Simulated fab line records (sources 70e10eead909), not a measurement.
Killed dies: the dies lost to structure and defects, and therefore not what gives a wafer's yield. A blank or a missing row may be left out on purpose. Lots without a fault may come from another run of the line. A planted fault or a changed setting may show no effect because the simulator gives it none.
A struck lot beside a sound one :: flow nand_harc :: 15 steps out of a route of 1302
Sound: wafers L589.1, L589.2, L589.3. Wafers struck: L600.3, L600.4, L600.6. Last of all comes the cause.
For every step that has rows: the tool of each side, followed by ch and its chambers, followed by its first start. Under that, the readings that differ: sound wafers :: struck wafers :: difference of the means :: sigmas: that difference in standard deviations of wafers without a fault.
alike: words and numbers the same on both sides, and readings whose means are apart by under 2 such deviations; not compared: readings that were withheld, readings missing a value for some wafer, numbers with overlapping values and no deviation given by the record, and bounds like >300 which may hide the same value.
The two part at a step that has a row with sigmas, a row that says differs or no value, or rows on one side only. Numbers that don't overlap but have no deviation are shown without sigmas and don't part them. Lack of a reading on every wafer of one side parts them only where that side has two or more wafers.

first, 7 steps without rows for these wafers: NHARC_P_CONTACT_COAT_34 (time 65 s); NHARC_P_CONTACT_COAT_06 (resist thk 90 nm); NHARC_P_CONTACT_SOFTBAKE_07 (time 55 s); NHARC_P_CONTACT_EBR_08; NHARC_P_CONTACT_EXPOSE_09 (exposes mask P CA, target cd 90 nm); NHARC_P_CONTACT_PEB_10 (peb time 65 s); NHARC_P_CONTACT_DEVELOP_11 (develop time 35 s).
NHARC_P_CONTACT_CD_MEAS_12: the cd target is 90 nm.
  sound on cd_sem-02 ch 0, day 10 14:15; struck on cd_sem-01 ch 0, day 14 13:00
  alike: cd_nm
NHARC_P_CONTACT_OVL_MEAS_13:
  sound on overlay-02, day 10 14:20; struck on overlay-01, day 14 13:05
  alike: overlay_x_nm, overlay_y_nm
NHARC_P_CONTACT_INSPECT_14:
  sound on defect_inspect-02, day 10 14:22; struck on defect_inspect-02, day 14 13:07
  alike: raw_defect_count
NHARC_P_CONTACT_DESCUM_17: chemistry O2, time 3 s.
  sound on rie_diel-09 ch 1,2,3, day 10 14:26; struck on rie_diel-12 ch 1,2,3, day 14 13:11
  alike: drypump_motor_current_A, oes_product_au, rf_vpp_V, showerhead_plenum_p_Torr, throttle_valve_pct
  not compared: rf_hours_counter_h
NHARC_P_CONTACT_ETCH_35: etches the open film in CF4, target depth 39 nm, time 65 s.
  sound on rie_diel-09 ch 0,1,3, day 10 14:31; struck on rie_diel-12 ch 0,1, day 14 13:16
  alike: bias_w, cf4_flow_sccm, drypump_motor_current_A, oes_product_au, rf_vpp_V, showerhead_plenum_p_Torr, throttle_valve_pct
  not compared: rf_hours_counter_h
NHARC_P_CONTACT_ETCH_36: etches the open film in N2/H2, target depth 260 nm, time 406.25 s.
  sound on rie_diel-09 ch 0,1,2, day 10 14:37; struck on rie_diel-12 ch 1,3, day 14 13:22
  no value came back on the struck wafers for any of 8 readings (bias_w (W), chamber_pressure_mTorr (mTorr) and others); on the sound wafers bias_w (W) reads 149.3 149.8 150.2
NHARC_P_CONTACT_ETCH_18: etches the open film in C4F8/O2/Ar, target depth 481 nm, time 240.5 s.
  sound: rie_diel-09 ch 0,2,3; struck: rie_diel-12 ch 0,2,3
  alike: bias_w, chamber_pressure_mTorr, oes_product_au, rf_vpp_V
  not compared: rf_hours_counter_h
then, 1 step without rows for these wafers: NHARC_END_SORT_01.

WHERE THEY PART
Within this record, at NHARC_P_CONTACT_ETCH_36 only. Later steps at which nothing parts them and some readings are alike: NHARC_P_CONTACT_ETCH_18.

WHY: what had been put in by the simulator
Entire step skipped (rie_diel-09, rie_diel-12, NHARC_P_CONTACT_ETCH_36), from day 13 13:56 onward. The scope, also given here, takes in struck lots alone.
